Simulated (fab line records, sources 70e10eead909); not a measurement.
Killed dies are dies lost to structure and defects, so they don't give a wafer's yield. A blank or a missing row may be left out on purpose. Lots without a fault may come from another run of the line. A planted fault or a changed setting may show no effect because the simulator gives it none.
Which tool did it? | flow nand_harc | 14 lots, 42 wafers sampled, at 5 steps of a route of 1302

WHAT THE GAUGES READ, wafer by wafer
NHARC_END_SORT_01.
lot  | measured     | on        | killed_at_array | killed_at_other | killed_at_periphery | killed_dies | killed_open | killed_short
L248 | day 25 19:31 | prober-01 | 667 671 670     | 1 3 2           | 9 3 5               | 677 677 677 | 5 5 1       | 3 0 2
L249 | day 26 02:25 | prober-02 | 671 672 670     | 1 0 1           | 5 5 6               | 677 677 677 | 7 3 7       | 1 2 0

WHICH TOOL RAN EACH LOT (tool, then ch and the chambers of the sampled wafers, then the start)
lot  | NHARC_A_STAIRCASE_CVD_552   | NHARC_THIN_TSV_CMP_01         | NHARC_THIN_TSV_DEGAS_49      | NHARC_THIN_TSV_PVD_19
L244 | lpcvd-01 ch 0, day 17 20:50 | cmp-02 ch 0,1,3, day 23 20:43 | pvd_sputter-01, day 24 00:45 | pvd_sputter-01, no start
L245 | lpcvd-01 ch 1, day 17 20:50 | cmp-04 ch 1,3, day 23 21:56   | pvd_sputter-02, day 24 02:01 | pvd_sputter-02, no start
L246 | lpcvd-02 ch 1, day 18 07:16 | cmp-02 ch 0,2,3, day 24 17:36 | pvd_sputter-01, day 24 21:43 | pvd_sputter-01, no start
L248 | lpcvd-01 ch 1, day 19 06:28 | -                             | -                            | -
L249 | lpcvd-01 ch 1, day 19 06:28 | -                             | -                            | -
L257 | lpcvd-01 ch 0, day 22 19:13 | cmp-02 ch 0,1,3, day 29 00:25 | pvd_sputter-02, day 29 04:22 | pvd_sputter-02, no start
L259 | lpcvd-01 ch 0, day 23 08:49 | cmp-04 ch 0,1,2, day 29 18:01 | pvd_sputter-01, day 29 22:02 | pvd_sputter-01, no start
L258 | lpcvd-02 ch 0, day 23 14:31 | cmp-01 ch 0,1,3, day 30 01:10 | pvd_sputter-02, day 30 05:06 | pvd_sputter-02, no start
L261 | lpcvd-01 ch 1, day 24 08:36 | cmp-01 ch 0,1,2, day 30 08:08 | pvd_sputter-02, day 30 12:11 | pvd_sputter-02, no start
L260 | lpcvd-02 ch 1, day 24 14:08 | cmp-04 ch 1,2,3, day 31 05:01 | pvd_sputter-01, day 31 09:04 | pvd_sputter-01, no start
L262 | lpcvd-01 ch 1, day 25 06:45 | cmp-02 ch 1,2,3, day 32 02:26 | pvd_sputter-02, day 32 06:26 | pvd_sputter-02, no start
L263 | lpcvd-02 ch 1, day 25 21:46 | cmp-04 ch 0,1,2, day 32 03:43 | pvd_sputter-03, day 32 07:44 | pvd_sputter-03, no start
L264 | lpcvd-02 ch 1, day 25 21:46 | cmp-01 ch 0,3, day 32 04:50   | pvd_sputter-02, day 32 08:56 | pvd_sputter-02, no start
L266 | lpcvd-02 ch 0, day 25 21:46 | cmp-04 ch 0,2,3, day 32 12:55 | pvd_sputter-02, day 32 17:04 | pvd_sputter-02, no start
- NHARC_A_STAIRCASE_CVD_552: deposits SiNx, target thk 40 nm.
- NHARC_THIN_TSV_CMP_01: polishes.
- NHARC_THIN_TSV_DEGAS_49: time 120 s.
- NHARC_THIN_TSV_PVD_19: deposits TaN, target thk 20 nm.

WHAT THE TOOLS THEMSELVES READ (means of the sampled wafers that have a number; where no wafer has one, the mark that the record gives instead)
NHARC_THIN_TSV_CMP_01.
lot  | tool   | motor_current_A (A)
L244 | cmp-02 | 12.2
L245 | cmp-04 | 12.6
L246 | cmp-02 | 12.2
L257 | cmp-02 | 11.9
L259 | cmp-04 | 12.3
L258 | cmp-01 | 12.4
L261 | cmp-01 | 12.5
L260 | cmp-04 | 13.0
L262 | cmp-02 | 12.4
L263 | cmp-04 | 12.1
L264 | cmp-01 | 11.5
L266 | cmp-04 | 12.9

NHARC_THIN_TSV_DEGAS_49.
lot  | tool           | heater_power_w (W)
L244 | pvd_sputter-01 | 442
L245 | pvd_sputter-02 | 436
L246 | pvd_sputter-01 | 446
L257 | pvd_sputter-02 | 449
L259 | pvd_sputter-01 | 454
L258 | pvd_sputter-02 | 472
L261 | pvd_sputter-02 | 414
L260 | pvd_sputter-01 | 460
L262 | pvd_sputter-02 | 409
L263 | pvd_sputter-03 | 435
L264 | pvd_sputter-02 | 453
L266 | pvd_sputter-02 | 427

NHARC_THIN_TSV_PVD_19.
lot  | tool           | throttle_valve_pct (%)
L244 | pvd_sputter-01 | 28.9
L245 | pvd_sputter-02 | 31.3
L246 | pvd_sputter-01 | 29.3
L257 | pvd_sputter-02 | 31.3
L259 | pvd_sputter-01 | 30.4
L258 | pvd_sputter-02 | 31.0
L261 | pvd_sputter-02 | 31.1
L260 | pvd_sputter-01 | 29.9
L262 | pvd_sputter-02 | 31.1
L263 | pvd_sputter-03 | 29.6
L264 | pvd_sputter-02 | 30.6
L266 | pvd_sputter-02 | 30.5

THE ANSWER, worked out from the rows above alone
Rule: what is usual is taken from the lots themselves. Put in order of their means at a reading, lots are off if they are a third of the lots or fewer, leave a main group of 4 or more, and stand apart from it by a gap of 3 or more times the standard deviation of the main group's means; of several such gaps the widest counts. A main group whose means are all the same, to the digits that the tables above print for the reading, isn't used. A lot without any number at a reading at which 4 lots or more have one is off too. The other lots that the step has rows for count as sound. The gauges are gone through in route order, then the tools' own readings, and for those a lot's mean is taken as printed above. The first step at which some lot is off is used, and at that step the reading that is off furthest; a lot without a number counts as furthest.
No lot is off at any reading shown: from this, nothing can be told.

WHAT THE SIMULATOR HAD PUT IN
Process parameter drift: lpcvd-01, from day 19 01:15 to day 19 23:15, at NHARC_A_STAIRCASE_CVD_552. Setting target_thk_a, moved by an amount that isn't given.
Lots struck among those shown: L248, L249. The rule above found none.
